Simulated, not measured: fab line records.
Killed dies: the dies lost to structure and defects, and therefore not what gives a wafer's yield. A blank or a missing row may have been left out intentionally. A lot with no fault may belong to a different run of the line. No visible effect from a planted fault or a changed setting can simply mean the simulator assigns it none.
Which tool is to blame? || flow n5_finfet || 10 lots with 30 wafers sampled at 5 steps, on a route of 1938 steps

## WHAT EACH GAUGE READ, for each wafer
N5_BEOL_M4_RC_MEAS_101.
{"lot": "L383", "measured": "day 10 11:17", "on": "prober-02", "DIBL_N (mV/V)": "37.7 37.4 36.4", "DIBL_P (mV/V)": "36.6 37.4 35.7", "IOFF_N (nA/um)": "0.169 0.162 0.149", "IOFF_P (nA/um)": "0.22 0.24 0.21", "ION_N (uA/um)": "674 676 675", "ION_P (uA/um)": "460 470 462", "SS_N (mV/dec)": "71.1 71.4 71.5", "SS_P (mV/dec)": "73.6 72.9 73.1", "VT_N (mV)": "249.1 249.4 248.8", "VT_P (mV)": "-251 -247 -248"}
{"lot": "L384", "measured": "day 10 17:29", "on": "prober-02", "DIBL_N (mV/V)": "35.6 35.1 37.0", "DIBL_P (mV/V)": "36.0 35.4 37.4", "IOFF_N (nA/um)": "0.159 0.149 0.190", "IOFF_P (nA/um)": "0.20 0.19 0.23", "ION_N (uA/um)": "684 673 678", "ION_P (uA/um)": "463 459 464", "SS_N (mV/dec)": "71.0 71.8 71.6", "SS_P (mV/dec)": "73.1 72.8 73.9", "VT_N (mV)": "247.0 249.9 246.2", "VT_P (mV)": "-251 -251 -249"}
{"lot": "L385", "measured": "day 10 21:25", "on": "prober-01", "DIBL_N (mV/V)": "38.7 37.7 36.6", "DIBL_P (mV/V)": "37.3 36.7 34.5", "IOFF_N (nA/um)": "0.185 0.170 0.151", "IOFF_P (nA/um)": "0.24 0.22 0.19", "ION_N (uA/um)": "683 676 654", "ION_P (uA/um)": "466 463 450", "SS_N (mV/dec)": "71.8 71.8 71.3", "SS_P (mV/dec)": "73.4 74.3 73.6", "VT_N (mV)": "248.5 249.2 253.6", "VT_P (mV)": "-250 -248 -251"}
{"lot": "L386", "measured": "day 11 04:47", "on": "prober-02", "DIBL_N (mV/V)": "36.8 35.7 36.5", "DIBL_P (mV/V)": "38.0 36.2 37.4", "IOFF_N (nA/um)": "0.164 0.139 0.158", "IOFF_P (nA/um)": "0.26 0.22 0.25", "ION_N (uA/um)": "664 675 678", "ION_P (uA/um)": "462 471 469", "SS_N (mV/dec)": "71.3 71.6 70.7", "SS_P (mV/dec)": "73.9 72.9 74.2", "VT_N (mV)": "248.3 252.3 249.6", "VT_P (mV)": "-246 -250 -245"}
{"lot": "L388", "measured": "day 11 15:17", "on": "prober-01", "DIBL_N (mV/V)": "39.8 38.1 38.0", "DIBL_P (mV/V)": "39.4 36.4 36.1", "IOFF_N (nA/um)": "0.213 0.185 0.174", "IOFF_P (nA/um)": "0.26 0.20 0.19", "ION_N (uA/um)": "686 687 683", "ION_P (uA/um)": "463 461 456", "SS_N (mV/dec)": "72.4 71.5 71.9", "SS_P (mV/dec)": "75.0 73.2 73.5", "VT_N (mV)": "248.3 247.3 248.9", "VT_P (mV)": "-249 -253 -253"}
{"lot": "L391", "measured": "day 12 17:29", "on": "prober-01", "DIBL_N (mV/V)": "35.4 38.7 39.3", "DIBL_P (mV/V)": "35.2 38.5 38.7", "IOFF_N (nA/um)": "0.131 0.195 0.200", "IOFF_P (nA/um)": "0.18 0.23 0.23", "ION_N (uA/um)": "675 679 686", "ION_P (uA/um)": "462 463 466", "SS_N (mV/dec)": "70.7 71.5 71.9", "SS_P (mV/dec)": "72.7 74.0 74.1", "VT_N (mV)": "249.4 246.7 248.2", "VT_P (mV)": "-251 -249 -246"}
{"lot": "L392", "measured": "day 12 18:56", "on": "prober-02", "DIBL_N (mV/V)": "37.5 34.7 36.6", "DIBL_P (mV/V)": "34.8 31.6 34.2", "IOFF_N (nA/um)": "0.156 0.118 0.154", "IOFF_P (nA/um)": "0.19 0.15 0.19", "ION_N (uA/um)": "660 643 677", "ION_P (uA/um)": "450 447 460", "SS_N (mV/dec)": "71.6 71.4 70.9", "SS_P (mV/dec)": "73.1 72.4 73.1", "VT_N (mV)": "251.8 254.1 250.6", "VT_P (mV)": "-251 -255 -256"}
{"lot": "L393", "measured": "day 13 17:08", "on": "prober-01", "DIBL_N (mV/V)": "34.9 35.7 36.4", "DIBL_P (mV/V)": "34.5 36.9 37.7", "IOFF_N (nA/um)": "0.122 0.148 0.163", "IOFF_P (nA/um)": "0.17 0.21 0.21", "ION_N (uA/um)": "666 683 683", "ION_P (uA/um)": "455 467 465", "SS_N (mV/dec)": "71.1 70.8 71.6", "SS_P (mV/dec)": "73.3 73.6 73.8", "VT_N (mV)": "253.6 250.6 250.1", "VT_P (mV)": "-252 -250 -251"}
{"lot": "L375", "measured": "day 13 19:43", "on": "prober-02", "DIBL_N (mV/V)": "35.2 34.6 35.8", "DIBL_P (mV/V)": "36.1 35.4 36.3", "IOFF_N (nA/um)": "0.172 0.143 0.170", "IOFF_P (nA/um)": "0.23 0.23 0.24", "ION_N (uA/um)": "691 664 680", "ION_P (uA/um)": "479 471 468", "SS_N (mV/dec)": "71.9 71.3 71.6", "SS_P (mV/dec)": "73.7 73.3 74.1", "VT_N (mV)": "247.3 251.2 250.4", "VT_P (mV)": "-247 -246 -246"}
{"lot": "L395", "measured": "day 15 05:43", "on": "prober-01", "DIBL_N (mV/V)": "35.2 34.7 36.7", "DIBL_P (mV/V)": "34.8 33.7 36.9", "IOFF_N (nA/um)": "0.156 0.139 0.201", "IOFF_P (nA/um)": "0.22 0.20 0.26", "ION_N (uA/um)": "662 670 694", "ION_P (uA/um)": "460 468 482", "SS_N (mV/dec)": "71.1 70.9 71.0", "SS_P (mV/dec)": "73.1 72.1 73.1", "VT_N (mV)": "247.2 251.6 243.3", "VT_P (mV)": "-244 -245 -242"}

## WHICH TOOL RAN EACH LOT (tool, then ch and the chambers of the sampled wafers, then the start)
{"lot": "L383", "N5_BEOL_M4_SPUTTER_48": "pvd_sputter-03, day 10 08:17", "N5_BEOL_M4_ANNEAL_80": "pvd_sputter-03, day 10 08:35", "N5_BEOL_M4_ANNEAL_82": "pvd_sputter-03, day 10 08:48", "N5_BEOL_M4_ANNEAL_91": "pvd_sputter-03, day 10 09:28"}
{"lot": "L384", "N5_BEOL_M4_SPUTTER_48": "pvd_sputter-02, day 10 08:42", "N5_BEOL_M4_ANNEAL_80": "pvd_sputter-02, day 10 14:17", "N5_BEOL_M4_ANNEAL_82": "pvd_sputter-02, day 10 14:31", "N5_BEOL_M4_ANNEAL_91": "pvd_sputter-02, day 10 15:10"}
{"lot": "L385", "N5_BEOL_M4_SPUTTER_48": "pvd_sputter-02, day 10 18:28", "N5_BEOL_M4_ANNEAL_80": "pvd_sputter-02, day 10 18:46", "N5_BEOL_M4_ANNEAL_82": "pvd_sputter-02, day 10 18:59", "N5_BEOL_M4_ANNEAL_91": "pvd_sputter-02, day 10 19:39"}
{"lot": "L386", "N5_BEOL_M4_SPUTTER_48": "pvd_sputter-02, day 11 01:55", "N5_BEOL_M4_ANNEAL_80": "pvd_sputter-02, day 11 02:13", "N5_BEOL_M4_ANNEAL_82": "pvd_sputter-02, day 11 02:26", "N5_BEOL_M4_ANNEAL_91": "pvd_sputter-02, day 11 03:05"}
{"lot": "L388", "N5_BEOL_M4_SPUTTER_48": "pvd_sputter-02, day 11 12:25", "N5_BEOL_M4_ANNEAL_80": "pvd_sputter-02, day 11 12:43", "N5_BEOL_M4_ANNEAL_82": "pvd_sputter-02, day 11 12:56", "N5_BEOL_M4_ANNEAL_91": "pvd_sputter-02, day 11 13:36"}
{"lot": "L391", "N5_BEOL_M4_SPUTTER_48": "pvd_sputter-02, day 12 14:01", "N5_BEOL_M4_ANNEAL_80": "pvd_sputter-02, day 12 14:19", "N5_BEOL_M4_ANNEAL_82": "pvd_sputter-02, day 12 14:32", "N5_BEOL_M4_ANNEAL_91": "pvd_sputter-02, day 12 15:11"}
{"lot": "L392", "N5_BEOL_M4_SPUTTER_48": "pvd_sputter-01, day 12 15:35", "N5_BEOL_M4_ANNEAL_80": "pvd_sputter-01, day 12 15:53", "N5_BEOL_M4_ANNEAL_82": "pvd_sputter-01, day 12 16:07", "N5_BEOL_M4_ANNEAL_91": "pvd_sputter-01, day 12 16:46"}
{"lot": "L393", "N5_BEOL_M4_SPUTTER_48": "pvd_sputter-03, day 13 13:45", "N5_BEOL_M4_ANNEAL_80": "pvd_sputter-03, day 13 14:03", "N5_BEOL_M4_ANNEAL_82": "pvd_sputter-03, day 13 14:16", "N5_BEOL_M4_ANNEAL_91": "pvd_sputter-03, day 13 14:56"}
{"lot": "L375", "N5_BEOL_M4_SPUTTER_48": "pvd_sputter-01, day 13 16:43", "N5_BEOL_M4_ANNEAL_80": "pvd_sputter-01, day 13 17:01", "N5_BEOL_M4_ANNEAL_82": "pvd_sputter-01, day 13 17:14", "N5_BEOL_M4_ANNEAL_91": "pvd_sputter-01, day 13 17:53"}
{"lot": "L395", "N5_BEOL_M4_SPUTTER_48": "pvd_sputter-02, day 15 02:47", "N5_BEOL_M4_ANNEAL_80": "pvd_sputter-02, day 15 03:05", "N5_BEOL_M4_ANNEAL_82": "pvd_sputter-02, day 15 03:19", "N5_BEOL_M4_ANNEAL_91": "pvd_sputter-02, day 15 03:58"}
- N5_BEOL_M4_SPUTTER_48: material Cu, target thk 4.5 nm, time 8.29 s.
- N5_BEOL_M4_ANNEAL_80: time 240 s.
- N5_BEOL_M4_ANNEAL_82: time 240 s.
- N5_BEOL_M4_ANNEAL_91: time 240 s.

## AS READ BY THE TOOLS THEMSELVES (means over the sampled wafers that have a number; for cases with no such wafer, the mark the record gives instead)
N5_BEOL_M4_SPUTTER_48.
{"lot": "L383", "tool": "pvd_sputter-03", "chamber_pressure_pa (Pa)": 0.07002, "chuck_sensor_temp_C (C)": -15.7, "throttle_valve_pct (%)": 28.3}
{"lot": "L384", "tool": "pvd_sputter-02", "chamber_pressure_pa (Pa)": 0.07013, "chuck_sensor_temp_C (C)": -16.4, "throttle_valve_pct (%)": 31.0}
{"lot": "L385", "tool": "pvd_sputter-02", "chamber_pressure_pa (Pa)": 0.06994, "chuck_sensor_temp_C (C)": -16.1, "throttle_valve_pct (%)": 30.2}
{"lot": "L386", "tool": "pvd_sputter-02", "chamber_pressure_pa (Pa)": 0.06984, "chuck_sensor_temp_C (C)": -16.2, "throttle_valve_pct (%)": 30.3}
{"lot": "L388", "tool": "pvd_sputter-02", "chamber_pressure_pa (Pa)": 0.07000, "chuck_sensor_temp_C (C)": -16.0, "throttle_valve_pct (%)": 29.8}
{"lot": "L391", "tool": "pvd_sputter-02", "chamber_pressure_pa (Pa)": 0.07007, "chuck_sensor_temp_C (C)": -16.2, "throttle_valve_pct (%)": 30.2}
{"lot": "L392", "tool": "pvd_sputter-01", "chamber_pressure_pa (Pa)": 0.06991, "chuck_sensor_temp_C (C)": -15.8, "throttle_valve_pct (%)": 30.6}
{"lot": "L393", "tool": "pvd_sputter-03", "chamber_pressure_pa (Pa)": 0.06984, "chuck_sensor_temp_C (C)": -15.4, "throttle_valve_pct (%)": 29.2}
{"lot": "L375", "tool": "pvd_sputter-01", "chamber_pressure_pa (Pa)": 0.06979, "chuck_sensor_temp_C (C)": -15.8, "throttle_valve_pct (%)": 29.9}
{"lot": "L395", "tool": "pvd_sputter-02", "chamber_pressure_pa (Pa)": 0.06981, "chuck_sensor_temp_C (C)": -16.1, "throttle_valve_pct (%)": 30.5}

N5_BEOL_M4_ANNEAL_80.
{"lot": "L383", "tool": "pvd_sputter-03", "heater_power_w (W)": 790, "susceptor_temp_C (C)": 400.17}
{"lot": "L384", "tool": "pvd_sputter-02", "heater_power_w (W)": 785, "susceptor_temp_C (C)": 400.13}
{"lot": "L385", "tool": "pvd_sputter-02", "heater_power_w (W)": 780, "susceptor_temp_C (C)": 399.99}
{"lot": "L386", "tool": "pvd_sputter-02", "heater_power_w (W)": 790, "susceptor_temp_C (C)": 399.92}
{"lot": "L388", "tool": "pvd_sputter-02", "heater_power_w (W)": 809, "susceptor_temp_C (C)": 399.94}
{"lot": "L391", "tool": "pvd_sputter-02", "heater_power_w (W)": 815, "susceptor_temp_C (C)": 399.98}
{"lot": "L392", "tool": "pvd_sputter-01", "heater_power_w (W)": 798, "susceptor_temp_C (C)": 399.74}
{"lot": "L393", "tool": "pvd_sputter-03", "heater_power_w (W)": 843, "susceptor_temp_C (C)": 400.05}
{"lot": "L375", "tool": "pvd_sputter-01", "heater_power_w (W)": 787, "susceptor_temp_C (C)": 400.04}
{"lot": "L395", "tool": "pvd_sputter-02", "heater_power_w (W)": 813, "susceptor_temp_C (C)": 400.09}

N5_BEOL_M4_ANNEAL_82.
{"lot": "L383", "tool": "pvd_sputter-03", "heater_power_w (W)": 786, "susceptor_temp_C (C)": 400.11}
{"lot": "L384", "tool": "pvd_sputter-02", "heater_power_w (W)": "-", "susceptor_temp_C (C)": "-"}
{"lot": "L385", "tool": "pvd_sputter-02", "heater_power_w (W)": "-", "susceptor_temp_C (C)": "-"}
{"lot": "L386", "tool": "pvd_sputter-02", "heater_power_w (W)": 785, "susceptor_temp_C (C)": 399.92}
{"lot": "L388", "tool": "pvd_sputter-02", "heater_power_w (W)": 811, "susceptor_temp_C (C)": 400.01}
{"lot": "L391", "tool": "pvd_sputter-02", "heater_power_w (W)": 816, "susceptor_temp_C (C)": 400.04}
{"lot": "L392", "tool": "pvd_sputter-01", "heater_power_w (W)": 790, "susceptor_temp_C (C)": 400.05}
{"lot": "L393", "tool": "pvd_sputter-03", "heater_power_w (W)": 833, "susceptor_temp_C (C)": 399.89}
{"lot": "L375", "tool": "pvd_sputter-01", "heater_power_w (W)": "-", "susceptor_temp_C (C)": "-"}
{"lot": "L395", "tool": "pvd_sputter-02", "heater_power_w (W)": 813, "susceptor_temp_C (C)": 399.78}

N5_BEOL_M4_ANNEAL_91.
{"lot": "L383", "tool": "pvd_sputter-03", "heater_power_w (W)": 790, "susceptor_temp_C (C)": 399.96}
{"lot": "L384", "tool": "pvd_sputter-02", "heater_power_w (W)": 789, "susceptor_temp_C (C)": 400.19}
{"lot": "L385", "tool": "pvd_sputter-02", "heater_power_w (W)": 790, "susceptor_temp_C (C)": 399.79}
{"lot": "L386", "tool": "pvd_sputter-02", "heater_power_w (W)": 794, "susceptor_temp_C (C)": 400.06}
{"lot": "L388", "tool": "pvd_sputter-02", "heater_power_w (W)": 811, "susceptor_temp_C (C)": 399.78}
{"lot": "L391", "tool": "pvd_sputter-02", "heater_power_w (W)": 822, "susceptor_temp_C (C)": 399.94}
{"lot": "L392", "tool": "pvd_sputter-01", "heater_power_w (W)": 791, "susceptor_temp_C (C)": 399.66}
{"lot": "L393", "tool": "pvd_sputter-03", "heater_power_w (W)": 839, "susceptor_temp_C (C)": 400.01}
{"lot": "L375", "tool": "pvd_sputter-01", "heater_power_w (W)": 772, "susceptor_temp_C (C)": 399.92}
{"lot": "L395", "tool": "pvd_sputter-02", "heater_power_w (W)": 819, "susceptor_temp_C (C)": 400.14}

## THE ANSWER, worked out from the rows above alone
Rule: usual is defined by the lots themselves. The widest of any qualifying gaps counts: lots, ordered by their means at a reading, are off when they make up no more than a third of the lots, leave a main group of 4 or more, and stand apart from it by 3 or more times the standard deviation of that group's means. The tables above print the reading to a certain number of digits; a main group whose means all agree to those digits is not used. Also off: a lot with no number at a reading for which 4 or more lots have one. All remaining lots with rows at the step are treated as sound. After the gauges, taken in route order, come the tools' own readings; for these a lot's mean is taken, as printed above. At the first step where some lot is off, the reading lying furthest off is the one used; lots without a number count as furthest.
Off, at N5_BEOL_M4_ANNEAL_82 on heater_power_w: L384, L385, L375. Without a number there: L384, L385, L375. The main group: mean 805 W, standard deviation 17.
A tool fits if, at that step or a process step before it, it ran every lot that is off, and no sound lot after the first of them. Of those tried, none fits.

## WHAT THE SIMULATOR HAD PUT IN
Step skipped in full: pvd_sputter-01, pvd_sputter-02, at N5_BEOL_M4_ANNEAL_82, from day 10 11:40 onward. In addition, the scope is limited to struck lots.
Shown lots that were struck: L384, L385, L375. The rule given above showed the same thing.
